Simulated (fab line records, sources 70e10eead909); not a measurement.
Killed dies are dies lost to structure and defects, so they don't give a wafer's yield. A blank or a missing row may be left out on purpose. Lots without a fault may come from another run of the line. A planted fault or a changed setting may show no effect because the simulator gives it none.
Problem report in the 8D (eight disciplines) form, filled by code | flow nand_harc | the parts of the form that need people (team, actions taken, sign-off) are left out

1. THE PROBLEM
killed_at_array at NHARC_END_SORT_01 reads a mean of 570 on 1 wafer of 1 lot; wafers without a fault read 56 with a standard deviation of 18. That is +29 standard deviations from the usual mean.
First seen on wafer L357.4, day 31 20:59, on prober-01. The record holds 9 wafers of 3 lots with a number at this step. Rule for "out", or "out of limits": more than 4 standard deviations from the usual mean. The other wafers with a number count as sound.

2. WHAT IT IS AND WHAT IT IS NOT
question                    | is                           | is not
which readings at this step | killed_at_array, killed_dies | killed_at_other, killed_at_periphery, killed_open, killed_short
which lots                  | L357                         | L360, L362
which wafers of those lots  | L357.4                       | L357.3, L357.6
read on which gauges        | prober-01                    | prober-02
when                        | from day 31 20:59            | up to then (2 sound wafers); but 6 sound wafers of L357, L360, L362 came after

3. SUSPECTS, AND WHAT RULES EACH OUT
Counting: a tool at a process step up to the reading stays a suspect if it ran every lot that is out. Sound lots after the first of them don't rule it out here, since some wafers of a struck lot are sound.
- the gauge at NHARC_END_SORT_01: kept. All the wafers that are out were read on prober-01, and no step on other tools shows them out.
- acl_dep-03 at NHARC_A_STAIRCASE_HM_DEP_456 (deposits aC, target thk 3100 nm): kept. It ran the lot that is out, L357 (day 23 02:03).
- rie_diel-13 at NHARC_A_STAIRCASE_DESCUM_270 (chemistry O2, time 3 s): kept. It ran the lot that is out, L357 (day 23 04:17).
- rie_diel-13 at NHARC_A_STAIRCASE_ETCH_451 (etches the open film in CF4/O2, target depth 30 nm, overetch 3 nm, time 16.5 s): kept. It ran the lot that is out, L357 (day 23 12:49). NHARC_A_STAIRCASE_ETCH_451 gives no start for some lots, so the hours and the order of its lots are those of NHARC_A_STAIRCASE_ETCH_292.
- rie_diel-13 at NHARC_A_STAIRCASE_ETCH_292 (etches the open film in CF4/CHF3): kept. It ran the lot that is out, L357 (day 23 12:49).
- Within rie_diel-13 at NHARC_A_STAIRCASE_DESCUM_270: the wafers that are out ran in chamber 2; their sound lot-mates ran in chambers 1, 3.
- Within rie_diel-13 at NHARC_A_STAIRCASE_ETCH_451: the wafers that are out ran in chamber 3; their sound lot-mates ran in chambers 1, 2.
- Within rie_diel-13 at NHARC_A_STAIRCASE_ETCH_292: the wafers that are out ran in chamber 1; their sound lot-mates ran in chambers 0, 2.
Left after counting: acl_dep-03 at NHARC_A_STAIRCASE_HM_DEP_456, rie_diel-13 at NHARC_A_STAIRCASE_DESCUM_270, rie_diel-13 at NHARC_A_STAIRCASE_ETCH_451, rie_diel-13 at NHARC_A_STAIRCASE_ETCH_292, prober-01 at NHARC_END_SORT_01.

4. THE CAUSE (what the simulator had put in)
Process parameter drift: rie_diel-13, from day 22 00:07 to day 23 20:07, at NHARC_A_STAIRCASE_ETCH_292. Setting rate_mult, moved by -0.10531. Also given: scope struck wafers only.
Counting left 5 suspects, and this tool is among them.

5. THE CHAIN OF EFFECTS, in route order
Each row: a reading whose mean over the struck wafers that have a number lies more than 3 standard deviations from the usual. Only readings for which the record gives a usual standard deviation are gone through. hours: the time from each lot's start at the first step in this table that gives one to its start at this step, as a median over the lots. sigmas: the change in usual standard deviations.
hours | step                       | reading         | usual      | on struck wafers | change | sigmas
0     | NHARC_A_STAIRCASE_ETCH_292 | oes_product_au  | 0.937 a.u. | 0.856            | -0.081 | -3.5
200   | NHARC_END_SORT_01          | killed_at_array | 56         | 570              | +514   | +29
200   | NHARC_END_SORT_01          | killed_dies     | 61         | 575              | +514   | +27
The process steps in it:
- NHARC_A_STAIRCASE_ETCH_292: etches the open film in CF4/CHF3.

6. WHAT WOULD HAVE CAUGHT IT SOONER
In this record the first reading out of limits at a measuring or inspecting step was taken at day 31 20:59, 237 hours after the fault began at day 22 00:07.
Of the tool readings at NHARC_A_STAIRCASE_ETCH_292 for which the record gives a usual standard deviation, none was out on any struck wafer, so an alarm limit of 4 standard deviations on them would not have fired.
All the lots that are out (1) had begun NHARC_A_STAIRCASE_ETCH_292 on rie_diel-13 by day 31 20:59. A hold on the tool at that time would have spared none of them.
